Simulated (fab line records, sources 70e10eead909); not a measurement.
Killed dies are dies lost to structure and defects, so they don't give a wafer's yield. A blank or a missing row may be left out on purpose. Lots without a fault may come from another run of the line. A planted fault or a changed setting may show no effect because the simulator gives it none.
fab line records | flow nand_harc
record lots=7 wafers=21 last_day=24
route steps=1159 shown P_M2@337 END@1159
lots that met no fault: from a run of the same line without faults
start_h: hours from the record's first day to the start of the lot's first wafer shown | wait_h: hours since the lot's step before | " the same as in the row above | L1.1+2: a row that stands for several wafers | - no value, or no start given | * or withheld: withheld | < > ~ a bound
route shown NAME@n: a module of which the file shows steps, and the number in the route of the first | usual: mean/standard deviation of fault-free wafers | same: alike in all rows | chamber/n: place in a boat | sites: the reading at each site | _std_site: their standard deviation | _edge_site: outer sites' mean less inner sites' | radius_mm: how far each site lies from the wafer's centre | mask NAME#n: copy n | behind: the tool/chamber that last shaped the wafer | hold: why the lot was held/for how many hours/how that ended | device: the transistor (n, p or np) that didn't switch | end of line: the same wafers' tests at the end of the route | a step without rows: its recipe alone | killed: dies lost to structure and defects at the first sort, not the wafer's yield | map: a wafer's dies, x killed, . not, _ none there
set.NAME: the setting as run; set.NAME@STEP: as run at that earlier step | model.NAME: the simulator's own value behind a step, which no gauge read
lots at some steps of the route; a table a step, a row a wafer
services: from which hour (start_h, from the record's first day; less than 0 if before it) a tool's chamber was out of use, for how many hours, and why
## steps
# step NHARC_P_M2_STRIP_19
# recipe time_s=600 temp_c=30 chemistry=post_etch_residue_remover
# step NHARC_P_M2_DEGAS_29
# recipe temp_c=250 time_s=60
# usual heater_power_w=339/22
# columns lot.wafer tool chamber start_h wait_h heater_power_w
L577.1 pvd_sputter-03 - 151.71 - 314
L577.2 " - " " 345
L577.4 " - " " 307
L578.3 pvd_sputter-03 - 159.73 - 350
L578.4 " - " " 317
L578.6 " - " " 355
L581.1 pvd_sputter-02 - 172.63 - 334
L581.3 " - " " 298
L581.4 " - " " 352
L582.1 pvd_sputter-02 - 184.06 - 340
L582.6 " - " " 343
L582.5 " - " " 307
L583.3 pvd_sputter-03 - 184.51 - 325
L583.6 " - " " 351
L583.5 " - " " 323
L592.1 pvd_sputter-03 - 242.99 - 350
L592.6 " - " " 318
L592.5 " - " " 351
L594.1 pvd_sputter-03 - 253.23 - 342
L594.4 " - " " 342
L594.6 " - " " 351
# step NHARC_P_M2_PRE_CLEAN_30
# recipe time_s=30 temp_c=280 gas=H2/He
# usual heater_power_w=417/27
# columns lot.wafer tool chamber start_h wait_h heater_power_w
L577.4 pvd_sputter-03 - - - 434
L577.1 " - " " 400
L577.2 " - " " 431
L578.3 pvd_sputter-03 - - - 403
L578.4 " - " " 445
L578.6 " - " " 438
L581.4 pvd_sputter-02 - - - 459
L581.3 " - " " 411
L581.1 " - " " 367
L582.1 pvd_sputter-02 - - - 449
L582.6 " - " " 367
L582.5 " - " " 424
L583.3 pvd_sputter-03 - - - 425
L583.6 " - " " 375
L583.5 " - " " 431
L592.1 pvd_sputter-03 - - - 428
L592.6 " - " " 428
L592.5 " - " " 390
L594.4 pvd_sputter-03 - - - 401
L594.1 " - " " 375
L594.6 " - " " 396
# step NHARC_P_M2_PVD_20
# recipe target_thk_a=50 bias_v=168.6 power_w=15000 chamber_pressure_pa=0.12 time_s=8.06 substrate_temp_c=50 material=TaN
# usual throttle_valve_pct=29.6/0.78
# columns lot.wafer tool chamber start_h wait_h throttle_valve_pct
L577.1 pvd_sputter-03 - - - 30.1
L577.4 " - " " 29.6
L577.2 " - " " 29.8
L578.4 pvd_sputter-03 - - - 29.5
L578.3 " - " " 30.4
L578.6 " - " " 29.7
L581.1 pvd_sputter-02 - - - 27.8
L581.4 " - " " 29.5
L581.3 " - " " 30.1
L582.1 pvd_sputter-02 - - - 27.7
L582.6 " - " " 27.8
L582.5 " - " " 29.6
L583.3 pvd_sputter-03 - - - 29.9
L583.6 " - " " 29.5
L583.5 " - " " 29.4
L592.1 pvd_sputter-03 - - - 29.3
L592.6 " - " " 29.4
L592.5 " - " " 29.8
L594.4 pvd_sputter-03 - - - 29.8
L594.1 " - " " 29.6
L594.6 " - " " 29.8
# step NHARC_P_M2_PVD_21
# recipe target_thk_a=300 chamber_pressure_pa=5 power_w=5000 substrate_temp_c=30 time_s=20.49 material=Cu
# usual throttle_valve_pct=29.6/0.79
# columns lot.wafer tool chamber start_h wait_h throttle_valve_pct
L577.4 pvd_sputter-03 - - - 29.8
L577.1 " - " " 29.8
L577.2 " - " " 29.6
L578.4 pvd_sputter-03 - - - 29.9
L578.3 " - " " 29.6
L578.6 " - " " 29.6
L581.3 pvd_sputter-02 - - - 30.8
L581.4 " - " " 27.8
L581.1 " - " " 29.5
L582.1 pvd_sputter-02 - - - 30.7
L582.5 " - " " 29.9
L582.6 " - " " 30.7
L583.3 pvd_sputter-03 - - - 29.5
L583.5 " - " " 29.8
L583.6 " - " " 30.2
L592.1 pvd_sputter-03 - - - 29.7
L592.5 " - " " 30.1
L592.6 " - " " 29.7
L594.4 pvd_sputter-03 - - - 29.9
L594.1 " - " " 29.5
L594.6 " - " " 29.7
# step NHARC_P_M2_ECD_22
# recipe target_thk_a=4000 bath_temp_c=25 material=Cu
# step NHARC_P_M2_ANNEAL_31
# recipe temp_c=225 time_s=90
# step NHARC_P_M2_CMP_23
# recipe t_overpolish_s=20 target_thk_nm=144.3
# usual motor_current_A=12.1/1.2 time_to_endpoint_s=27/3.1
# columns lot.wafer tool chamber start_h wait_h motor_current_A time_to_endpoint_s
L577.1 cmp-02 2 152.83 - 10.1 27
L577.2 " 3 " " 12.6 27
L577.4 " 0 " " 12.2 32
L578.3 cmp-01 1 160.82 - 14.0 28
L578.4 " 2 " " 13.1 34
L578.6 " 2 " " 13.3 33
L581.4 cmp-03 0 173.71 - 13.1 28
L581.1 " 1 " " 12.2 26
L581.3 " 3 " " 12.2 26
L582.1 cmp-03 3 185.18 - 11.7 27
L582.5 " 2 " " 11.8 29
L582.6 " 3 " " 11.9 26
L583.3 cmp-03 1 186.15 - 12.4 24
L583.6 " 3 " " 12.0 26
L583.5 " 0 " " 13.4 26
L592.1 cmp-03 2 244.17 - 11.7 25
L592.6 " 3 " " 11.8 24
L592.5 " 0 " " 12.9 22
L594.1 cmp-02 1 254.35 - 12.7 33
L594.4 " 0 " " 12.5 33
L594.6 " 1 " " 12.7 32
# step NHARC_P_M2_THK_MEAS_24
# recipe thk_meas_gauge=xrf
# usual thk_nm=143.7/1.8
# columns lot.wafer tool chamber start_h wait_h thk_nm
L577.1 film_metro-02 - 153.12 - 143.5
L577.2 " - " " 140.9
L577.4 " - " " 144.9
L578.3 film_metro-02 - 161.13 - 140.4
L578.4 " - " " 144.7
L578.6 " - " " 143.2
L581.1 film_metro-02 - 174.02 - 141.2
L581.3 " - " " 140.8
L581.4 " - " " 141.6
L582.1 film_metro-02 - 185.46 - 141.4
L582.5 " - " " 143.7
L582.6 " - " " 144.2
L583.3 film_metro-01 - 186.41 - 142.0
L583.5 " - " " 141.6
L583.6 " - " " 142.1
L592.1 film_metro-01 - 244.41 - 140.6
L592.5 " - " " 143.0
L592.6 " - " " 141.8
L594.1 film_metro-02 - 254.67 - 143.8
L594.4 " - " " 146.8
L594.6 " - " " 144.1
# step NHARC_P_M2_SRD_25
# step NHARC_P_M2_INSPECT_27
# usual raw_defect_count=335/140
# columns lot.wafer tool chamber start_h wait_h raw_defect_count
L577.1 defect_inspect-01 - 153.29 0.0 339
L577.2 " - " " 283
L577.4 " - " " 802
L578.3 defect_inspect-01 - 161.29 0.0 434
L578.4 " - " " 459
L578.6 " - " " 286
L581.1 defect_inspect-02 - 174.18 0.0 373
L581.3 " - " " 373
L581.4 " - " " 354
L582.1 defect_inspect-02 - 185.62 0.0 434
L582.5 " - " " 396
L582.6 " - " " 614
L583.3 defect_inspect-01 - 186.57 0.0 471
L583.5 " - " " 378
L583.6 " - " " 316
L592.1 defect_inspect-01 - 244.59 0.0 416
L592.5 " - " " 184
L592.6 " - " " 271
L594.1 defect_inspect-01 - 254.82 0.0 415
L594.4 " - " " 484
L594.6 " - " " 385
# step NHARC_P_M2_PRE_CLEAN_32
# recipe time_s=12 temp_c=370 rf_power_w=300 gas=NH3
# usual heater_power_w=665/54 rf_fwd_power_W=292.7/0.95
# columns lot.wafer tool chamber start_h wait_h heater_power_w rf_fwd_power_W
L577.2 pecvd-03 0 153.37 0.1 688 293.5
L577.1 " 2 " " 609 294.0
L577.4 " 1 " " 624 294.7
L578.3 pecvd-04 1 161.36 0.1 761 292.2
L578.4 " 2 " " 640 291.3
L578.6 " 0 " " 589 292.2
L581.1 pecvd-03 2 174.27 0.1 638 292.1
L581.4 " 1 " " 593 242.3
L581.3 " 2 " " 629 292.9
L582.1 pecvd-03 2 185.71 0.1 602 291.4
L582.6 " 1 " " 690 242.3
L582.5 " 2 " " 623 291.8
L583.3 pecvd-03 1 186.68 0.1 593 241.4
L583.6 " 2 " " 658 292.0
L583.5 " 0 " " 700 293.1
L592.1 pecvd-02 1 246.20 1.6 584 292.2
L592.5 " 0 " " 710 293.9
L592.6 " 1 " " 590 292.7
L594.1 pecvd-02 2 254.89 0.1 726 293.4
L594.6 " 2 " " 734 292.7
L594.4 " 1 " " 590 291.8
# step NHARC_P_M2_DEP_33
# recipe target_thk_a=300 temp_c=370 target_thk_nm=30 pressure_torr=3 flow_sccm=200 rf_w=450 material=SiCN
# step NHARC_END_SORT_01
# recipe temp_c=25
# usual defect_limited_yield=95.4/1.5 killed_at_array=27/9.9 killed_at_other=0.5/0.76 killed_at_periphery=3.4/2.2 killed_dies=31/10 killed_open=3.3/2 killed_short=2.0/1.5 sort_bin_2_pct=1.5/0.64 sort_bin_3_pct=0.21/0.2 sort_bin_4_pct=2.9/0.97 sort_n_pass=646/10 sort_rim_yield_pct=96.9/2 sort_yield_pct=95.4/1.5
# same gross_dies=677 sort_bin_5_pct[%]=0 sort_bin_6_pct[%]=0 sort_bin_7_pct[%]=0 sort_bin_8_pct[%]=0 sort_rim_n_gross=106.00
# columns lot.wafer tool chamber start_h wait_h defect_limited_yield[%] killed_at_array killed_at_other killed_at_periphery killed_dies killed_open killed_short sort_bin_2_pct[%] sort_bin_3_pct[%] sort_bin_4_pct[%] sort_n_pass sort_rim_yield_pct[%] sort_yield_pct[%]
L577.1 prober-01 0 467.21 2.5 96.0 22 1 4 27 4 3 1.5 0.30 2.2 650 98.1 96.0
L577.2 prober-01 0 468.01 2.8 95.6 27 0 3 30 0 4 0.9 0.15 3.4 647 96.2 95.6
L577.4 prober-01 0 469.61 3.4 96.0 23 0 4 27 7 3 1.2 0 2.8 650 97.2 96.0
L581.1 prober-01 0 483.89 2.5 95.9 16 2 10 28 4 2 0.9 0.15 3.1 649 97.2 95.9
L581.3 prober-01 0 485.52 3.1 96.5 19 0 5 24 3 2 1.2 0.15 2.2 653 95.3 96.5
L581.4 prober-01 0 486.34 3.5 96.6 17 3 3 23 4 0 0.9 0.15 2.4 654 100.0 96.6
L578.3 prober-02 0 493.31 3.1 96.5 19 0 5 24 3 1 1.5 0.30 1.8 653 100.0 96.5
L578.4 prober-02 0 494.11 3.4 96.8 22 0 0 22 0 2 0.7 0.44 2.1 655 97.2 96.8
L578.6 prober-02 0 495.73 4.0 95.6 27 1 2 30 4 3 0.6 0.74 3.1 647 97.2 95.6
L583.3 prober-01 0 494.43 3.1 97.8 14 0 1 15 4 1 0.4 0.15 1.6 662 98.1 97.8
L583.5 prober-01 0 496.02 3.7 98.1 9 2 2 13 3 3 0.4 0 1.5 664 98.1 98.1
L583.6 prober-01 0 496.81 4.0 97.0 12 1 7 20 3 0 0.6 0.15 2.2 657 98.1 97.0
L582.1 prober-02 0 499.59 2.5 96.2 25 0 1 26 1 4 1.2 0.15 2.5 651 99.1 96.2
L582.5 prober-02 0 502.81 3.7 95.9 26 0 2 28 2 3 0.9 0.15 3.1 649 100.0 95.9
L582.6 prober-02 0 503.61 4.0 95.1 31 1 1 33 1 4 1.6 0.15 3.1 644 97.2 95.1
L592.1 prober-02 0 550.24 2.5 94.7 29 2 5 36 6 1 1.6 0.15 3.5 641 99.1 94.7
L592.5 prober-02 0 553.45 3.7 94.1 39 0 1 40 2 1 2.1 0.44 3.4 637 93.4 94.1
L592.6 prober-02 0 554.25 4.0 93.4 39 0 6 45 5 4 3.1 0.44 3.1 632 95.3 93.4
L594.1 prober-01 0 565.73 2.5 96.8 19 0 3 22 3 1 1.2 0 2.1 655 96.2 96.8
L594.4 prober-01 0 568.11 3.4 94.5 27 0 10 37 2 4 1.6 0.15 3.7 640 95.3 94.5
L594.6 prober-01 0 569.69 4.0 95.1 25 0 8 33 2 1 1.9 0 3.0 644 93.4 95.1
# killed by level:class
L577.1 A_SLIT:chamber_film_flake=11 A_STAIRCASE:chamber_film_flake=3 A_CHANNEL_HOLE_D1:chamber_film_flake=2 P_GATE:geometric_particle:open=1 P_M0:geometric_particle:open=1 A_ONON_D1:geometric_particle:open=1 A_CHANNEL_HOLE_D1:geometric_particle:open=1 A_SGD_CUT:geometric_particle:short=1
L577.2 A_SLIT:chamber_film_flake=10 A_CONTACT:chamber_film_flake=5 A_CHANNEL_FILL_D1:chamber_film_flake=3 A_ONON_D1:geometric_particle:short=2 P_GATE:chamber_film_flake=2 A_WL_FILL:chamber_film_flake=2 A_CHANNEL_FILL_D1:geometric_particle:short=1 A_CONTACT:geometric_particle:short=1
L577.4 A_SLIT:chamber_film_flake=7 A_STAIRCASE:chamber_film_flake=5 P_M0:geometric_particle:open=3 A_BLC:chamber_film_flake=2 A_ONON_D1:geometric_particle:short=1 A_ONON_D1:geometric_particle:open=1 A_SGD_CUT:geometric_particle:open=1 A_WL_FILL:geometric_particle:short=1
L581.1 A_STAIRCASE:chamber_film_flake=5 P_M1:chamber_film_flake=4 P_GATE:geometric_particle:open=2 P_GATE:chamber_film_flake=2 A_CHANNEL_HOLE_D1:chamber_film_flake=2 A_CONTACT:chamber_film_flake=2 A_M1:chamber_film_flake=2 P_M1:geometric_particle:open=1
L581.3 A_STAIRCASE:chamber_film_flake=4 A_CHANNEL_HOLE_D1:chamber_film_flake=3 A_CONTACT:chamber_film_flake=3 A_CONTACT:geometric_particle:open=2 P_M1:chamber_film_flake=2 P_M2:chamber_film_flake=2 A_SLIT:chamber_film_flake=2 A_SGD_CUT:geometric_particle:open=1
L581.4 A_STAIRCASE:chamber_film_flake=4 A_CHANNEL_HOLE_D1:chamber_film_flake=3 A_SLIT:chamber_film_flake=2 A_WL_FILL:chamber_film_flake=2 A_CONTACT:chamber_film_flake=2 THIN_TSV:chamber_film_flake=2 P_M1:geometric_particle:open=1 A_ONON_D1:geometric_particle:open=1
L578.3 A_SLIT:chamber_film_flake=7 P_ZERO_WELL:chamber_film_flake=3 A_CHANNEL_HOLE_D1:chamber_film_flake=3 A_CHANNEL_FILL_D1:geometric_particle:open=2 A_CONTACT:chamber_film_flake=2 A_BLC:chamber_film_flake=2 P_CONTACT:geometric_particle:open=1 A_SLIT:geometric_particle:short=1
L578.4 A_SLIT:chamber_film_flake=7 A_CHANNEL_HOLE_D1:chamber_film_flake=5 A_STAIRCASE:chamber_film_flake=5 A_CHANNEL_FILL_D1:geometric_particle:short=1 A_WL_FILL:geometric_particle:short=1 A_CHANNEL_FILL_D1:chamber_film_flake=1 A_CONTACT:chamber_film_flake=1 A_BLC:chamber_film_flake=1
L583.3 A_CONTACT:chamber_film_flake=6 A_STAIRCASE:chamber_film_flake=2 A_SGD_CUT:geometric_particle:open=1 A_CONTACT:geometric_particle:short=1 A_CONTACT:geometric_particle:open=1 A_BLC:geometric_particle:open=1 A_M1:geometric_particle:open=1 P_STI:chamber_film_flake=1
L578.6 A_SLIT:chamber_film_flake=11 A_STAIRCASE:chamber_film_flake=4 A_CHANNEL_HOLE_D1:chamber_film_flake=2 A_CHANNEL_FILL_D1:chamber_film_flake=2 A_CHANNEL_FILL_D1:geometric_particle:short=1 A_SGD_CUT:geometric_particle:short=1 A_WL_FILL:geometric_particle:short=1 A_WL_FILL:geometric_particle:open=1
L583.5 A_CHANNEL_HOLE_D1:chamber_film_flake=2 A_CONTACT:chamber_film_flake=2 P_CONTACT:geometric_particle:short=1 P_CONTACT:geometric_particle:open=1 A_SOURCE_PLATE:geometric_particle:short=1 A_CHANNEL_FILL_D1:geometric_particle:open=1 A_WL_FILL:geometric_particle:open=1 STARTING-WAFER:geometric_particle:short=1
L583.6 P_STI:chamber_film_flake=5 A_CHANNEL_HOLE_D1:chamber_film_flake=4 A_STAIRCASE:chamber_film_flake=3 A_CONTACT:chamber_film_flake=2 P_M0:geometric_particle:open=1 A_ONON_D1:geometric_particle:open=1 A_M0:geometric_particle:open=1 P_ZERO_WELL:chamber_film_flake=1
L582.1 A_CHANNEL_HOLE_D1:chamber_film_flake=13 A_WL_FILL:chamber_film_flake=4 A_CHANNEL_FILL_D1:geometric_particle:short=2 A_STAIRCASE:chamber_film_flake=2 A_WL_FILL:geometric_particle:short=1 A_CONTACT:geometric_particle:short=1 A_CONTACT:geometric_particle:open=1 P_GATE:chamber_film_flake=1
L582.5 A_CHANNEL_HOLE_D1:chamber_film_flake=17 A_WL_FILL:chamber_film_flake=3 A_STAIRCASE:chamber_film_flake=2 P_CONTACT:geometric_particle:short=1 P_M0:geometric_particle:open=1 A_CHANNEL_FILL_D1:geometric_particle:open=1 A_CHANNEL_FILL_D1:geometric_particle:short=1 A_WL_FILL:geometric_particle:short=1
L582.6 A_CHANNEL_HOLE_D1:chamber_film_flake=21 A_ONON_D1:geometric_particle:short=1 A_CHANNEL_FILL_D1:geometric_particle:open=1 A_WL_FILL:geometric_particle:short=1 A_CONTACT:geometric_particle:short=1 A_M1:geometric_particle:short=1 P_M1:chamber_film_flake=1 A_STAIRCASE:chamber_film_flake=1
L592.1 A_CHANNEL_HOLE_D1:chamber_film_flake=20 A_CONTACT:chamber_film_flake=4 P_GATE:geometric_particle:open=2 P_CONTACT:geometric_particle:short=1 P_M0:geometric_particle:open=1 A_CONTACT:geometric_particle:open=1 A_M0:geometric_particle:open=1 P_CONTACT:chamber_film_flake=1
L592.5 A_CHANNEL_HOLE_D1:chamber_film_flake=20 A_CONTACT:chamber_film_flake=12 A_STAIRCASE:chamber_film_flake=2 A_WL_FILL:chamber_film_flake=2 P_STI:geometric_particle:open=1 A_BLC:geometric_particle:open=1 A_M0:geometric_particle:short=1 A_CHANNEL_FILL_D1:chamber_film_flake=1
L592.6 A_CHANNEL_HOLE_D1:chamber_film_flake=21 A_CONTACT:chamber_film_flake=8 P_STI:chamber_film_flake=3 A_WL_FILL:chamber_film_flake=3 P_CONTACT:geometric_particle:open=2 A_M0:geometric_particle:short=2 P_M0:geometric_particle:open=1 A_SGD_CUT:geometric_particle:short=1
L594.1 A_CHANNEL_HOLE_D1:chamber_film_flake=9 A_CONTACT:chamber_film_flake=4 A_CONTACT:geometric_particle:open=2 P_CONTACT:chamber_film_flake=2 A_SOURCE_PLATE:geometric_particle:open=1 A_WL_FILL:geometric_particle:short=1 P_M2:chamber_film_flake=1 A_ZERO_WELL:chamber_film_flake=1
L594.4 A_CHANNEL_HOLE_D1:chamber_film_flake=10 P_CONTACT:chamber_film_flake=6 A_CONTACT:chamber_film_flake=5 P_M2:chamber_film_flake=3 A_WL_FILL:geometric_particle:short=2 A_ZERO_WELL:chamber_film_flake=2 A_STAIRCASE:chamber_film_flake=2 P_CONTACT:geometric_particle:short=1
L594.6 A_CHANNEL_HOLE_D1:chamber_film_flake=12 P_CONTACT:chamber_film_flake=5 A_CONTACT:chamber_film_flake=4 P_M2:chamber_film_flake=3 A_STAIRCASE:chamber_film_flake=3 A_CHANNEL_FILL_D1:geometric_particle:open=1 A_WL_FILL:geometric_particle:short=1 A_CONTACT:geometric_particle:open=1
## services
# columns tool chamber start_h hours kind
cmp-02 - 128.59 4.0 pm
cmp-02 - 132.59 - consumable_replace:conditioner
cmp-02 - 132.59 - consumable_replace:pad
pecvd-02 - 153.06 13.0 pm
pecvd-02 0 153.06 13.0 vent_cycle
pecvd-02 1 153.06 13.0 vent_cycle
pecvd-02 2 153.06 13.0 vent_cycle
pvd_sputter-03 - 155.92 2.0 repair
cmp-03 - 156.00 4.0 pm
cmp-01 - 159.67 0.3 repair
cmp-03 - 160.00 - consumable_replace:conditioner
cmp-03 - 160.00 - consumable_replace:pad
pecvd-03 0 164.67 20.3 repair
pecvd-02 0 166.06 - clean
cmp-02 - 167.30 0.9 repair
cmp-03 - 178.11 2.4 repair
cmp-01 - 179.53 4.0 pm
pecvd-04 - 195.32 13.0 pm
cmp-01 - 202.59 3.6 repair
pvd_sputter-02 - 214.07 10.0 pm
pvd_sputter-03 - 215.16 12.0 repair
cmp-02 - 226.59 4.0 pm
pecvd-02 - 232.78 1.1 repair
cmp-03 - 254.00 4.0 pm
## key
first_sign step=NHARC_P_M2_PRE_CLEAN_32 reading=rf_fwd_power_W direction=down sigmas=53 usual=* struck=*
effect none on later readings
met_at NHARC_P_M2_PRE_CLEAN_32
struck_wafers L581.4,L582.6,L583.3
onset_between 153.37 174.27
fault kind=process_parameter_drift tool=pecvd-03 chamber=1 onset_h=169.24 steps=NHARC_P_M2_PRE_CLEAN_32 channel=rf_power_w offset=* shape=step end_h=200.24 acts_in=* stated=*
